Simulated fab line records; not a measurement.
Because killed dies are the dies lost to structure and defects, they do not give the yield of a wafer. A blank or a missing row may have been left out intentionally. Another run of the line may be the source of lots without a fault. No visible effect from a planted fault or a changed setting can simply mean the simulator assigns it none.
Matching of chambers || flow n5-finfet || rie-diel-04 running N5_BEOL_M0_STRIP_142: 4 sister chambers
The step strips in N2/H2, time 10 s. 8 wafers are shown with their chamber, then 9 later ones without.

## WAFERS, EACH WITH ITS CHAMBER
{"wafer": "L079.2", "chamber": 2, "drypump-motor-current-A (A)": 6.8, "throttle-valve-pct (%)": 24.04}
{"wafer": "L079.5", "chamber": 3, "drypump-motor-current-A (A)": 5.8, "throttle-valve-pct (%)": 23.15}
{"wafer": "L081.1", "chamber": 2, "drypump-motor-current-A (A)": 6.8, "throttle-valve-pct (%)": 24.04}
{"wafer": "L081.4", "chamber": 1, "drypump-motor-current-A (A)": 5.7, "throttle-valve-pct (%)": 23.10}
{"wafer": "L081.6", "chamber": 0, "drypump-motor-current-A (A)": 5.0, "throttle-valve-pct (%)": 23.70}
{"wafer": "L089.2", "chamber": 1, "drypump-motor-current-A (A)": 5.7, "throttle-valve-pct (%)": 23.13}
{"wafer": "L089.3", "chamber": 0, "drypump-motor-current-A (A)": 4.9, "throttle-valve-pct (%)": 23.70}
{"wafer": "L089.5", "chamber": 3, "drypump-motor-current-A (A)": 5.8, "throttle-valve-pct (%)": 23.18}

## WAFERS WHOSE CHAMBER IS MISSING
{"wafer": "L088.3", "drypump-motor-current-A (A)": 5.8, "throttle-valve-pct (%)": 23.17}
{"wafer": "L088.5", "drypump-motor-current-A (A)": 6.8, "throttle-valve-pct (%)": 24.07}
{"wafer": "L088.6", "drypump-motor-current-A (A)": 5.7, "throttle-valve-pct (%)": 23.13}
{"wafer": "L090.1", "drypump-motor-current-A (A)": 5.8, "throttle-valve-pct (%)": 23.18}
{"wafer": "L090.3", "drypump-motor-current-A (A)": 5.0, "throttle-valve-pct (%)": 23.70}
{"wafer": "L090.6", "drypump-motor-current-A (A)": 5.0, "throttle-valve-pct (%)": 23.69}
{"wafer": "L097.1", "drypump-motor-current-A (A)": 5.7, "throttle-valve-pct (%)": 23.14}
{"wafer": "L097.3", "drypump-motor-current-A (A)": 5.8, "throttle-valve-pct (%)": 23.19}
{"wafer": "L097.4", "drypump-motor-current-A (A)": 5.0, "throttle-valve-pct (%)": 23.73}

## CHAMBER TAKEN BY EACH
{"wafer": "L088.3", "from the rows above": 3, "in truth": 3}
{"wafer": "L088.5", "from the rows above": 2, "in truth": 2}
{"wafer": "L088.6", "from the rows above": 1, "in truth": 1}
{"wafer": "L090.1", "from the rows above": 3, "in truth": 3}
{"wafer": "L090.3", "from the rows above": 0, "in truth": 0}
{"wafer": "L090.6", "from the rows above": 0, "in truth": 0}
{"wafer": "L097.1", "from the rows above": "can't be placed: 1 or 3", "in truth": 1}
{"wafer": "L097.3", "from the rows above": 3, "in truth": 3}
{"wafer": "L097.4", "from the rows above": 0, "in truth": 0}
Placed correctly: 8 of 9. From these rows, 1 cannot be placed; in 1 the true chamber is one of the candidates. Wrongly placed: 0.
How it was worked out, from the rows above alone: a wafer's distance from a chamber is the root of the sum, over the readings, of the square of ((its reading less the chamber's mean) divided by the reading's scatter). If the next closest chamber is less than 2 further off than the closest, the wafer can't be placed; otherwise it belongs to the closest. Each chamber's mean is taken over the wafers shown for it. How the scatter is found: for the shown wafers, subtract from each reading the mean of its chamber, square and add these, divide the total by (wafers less chambers), then take the root.
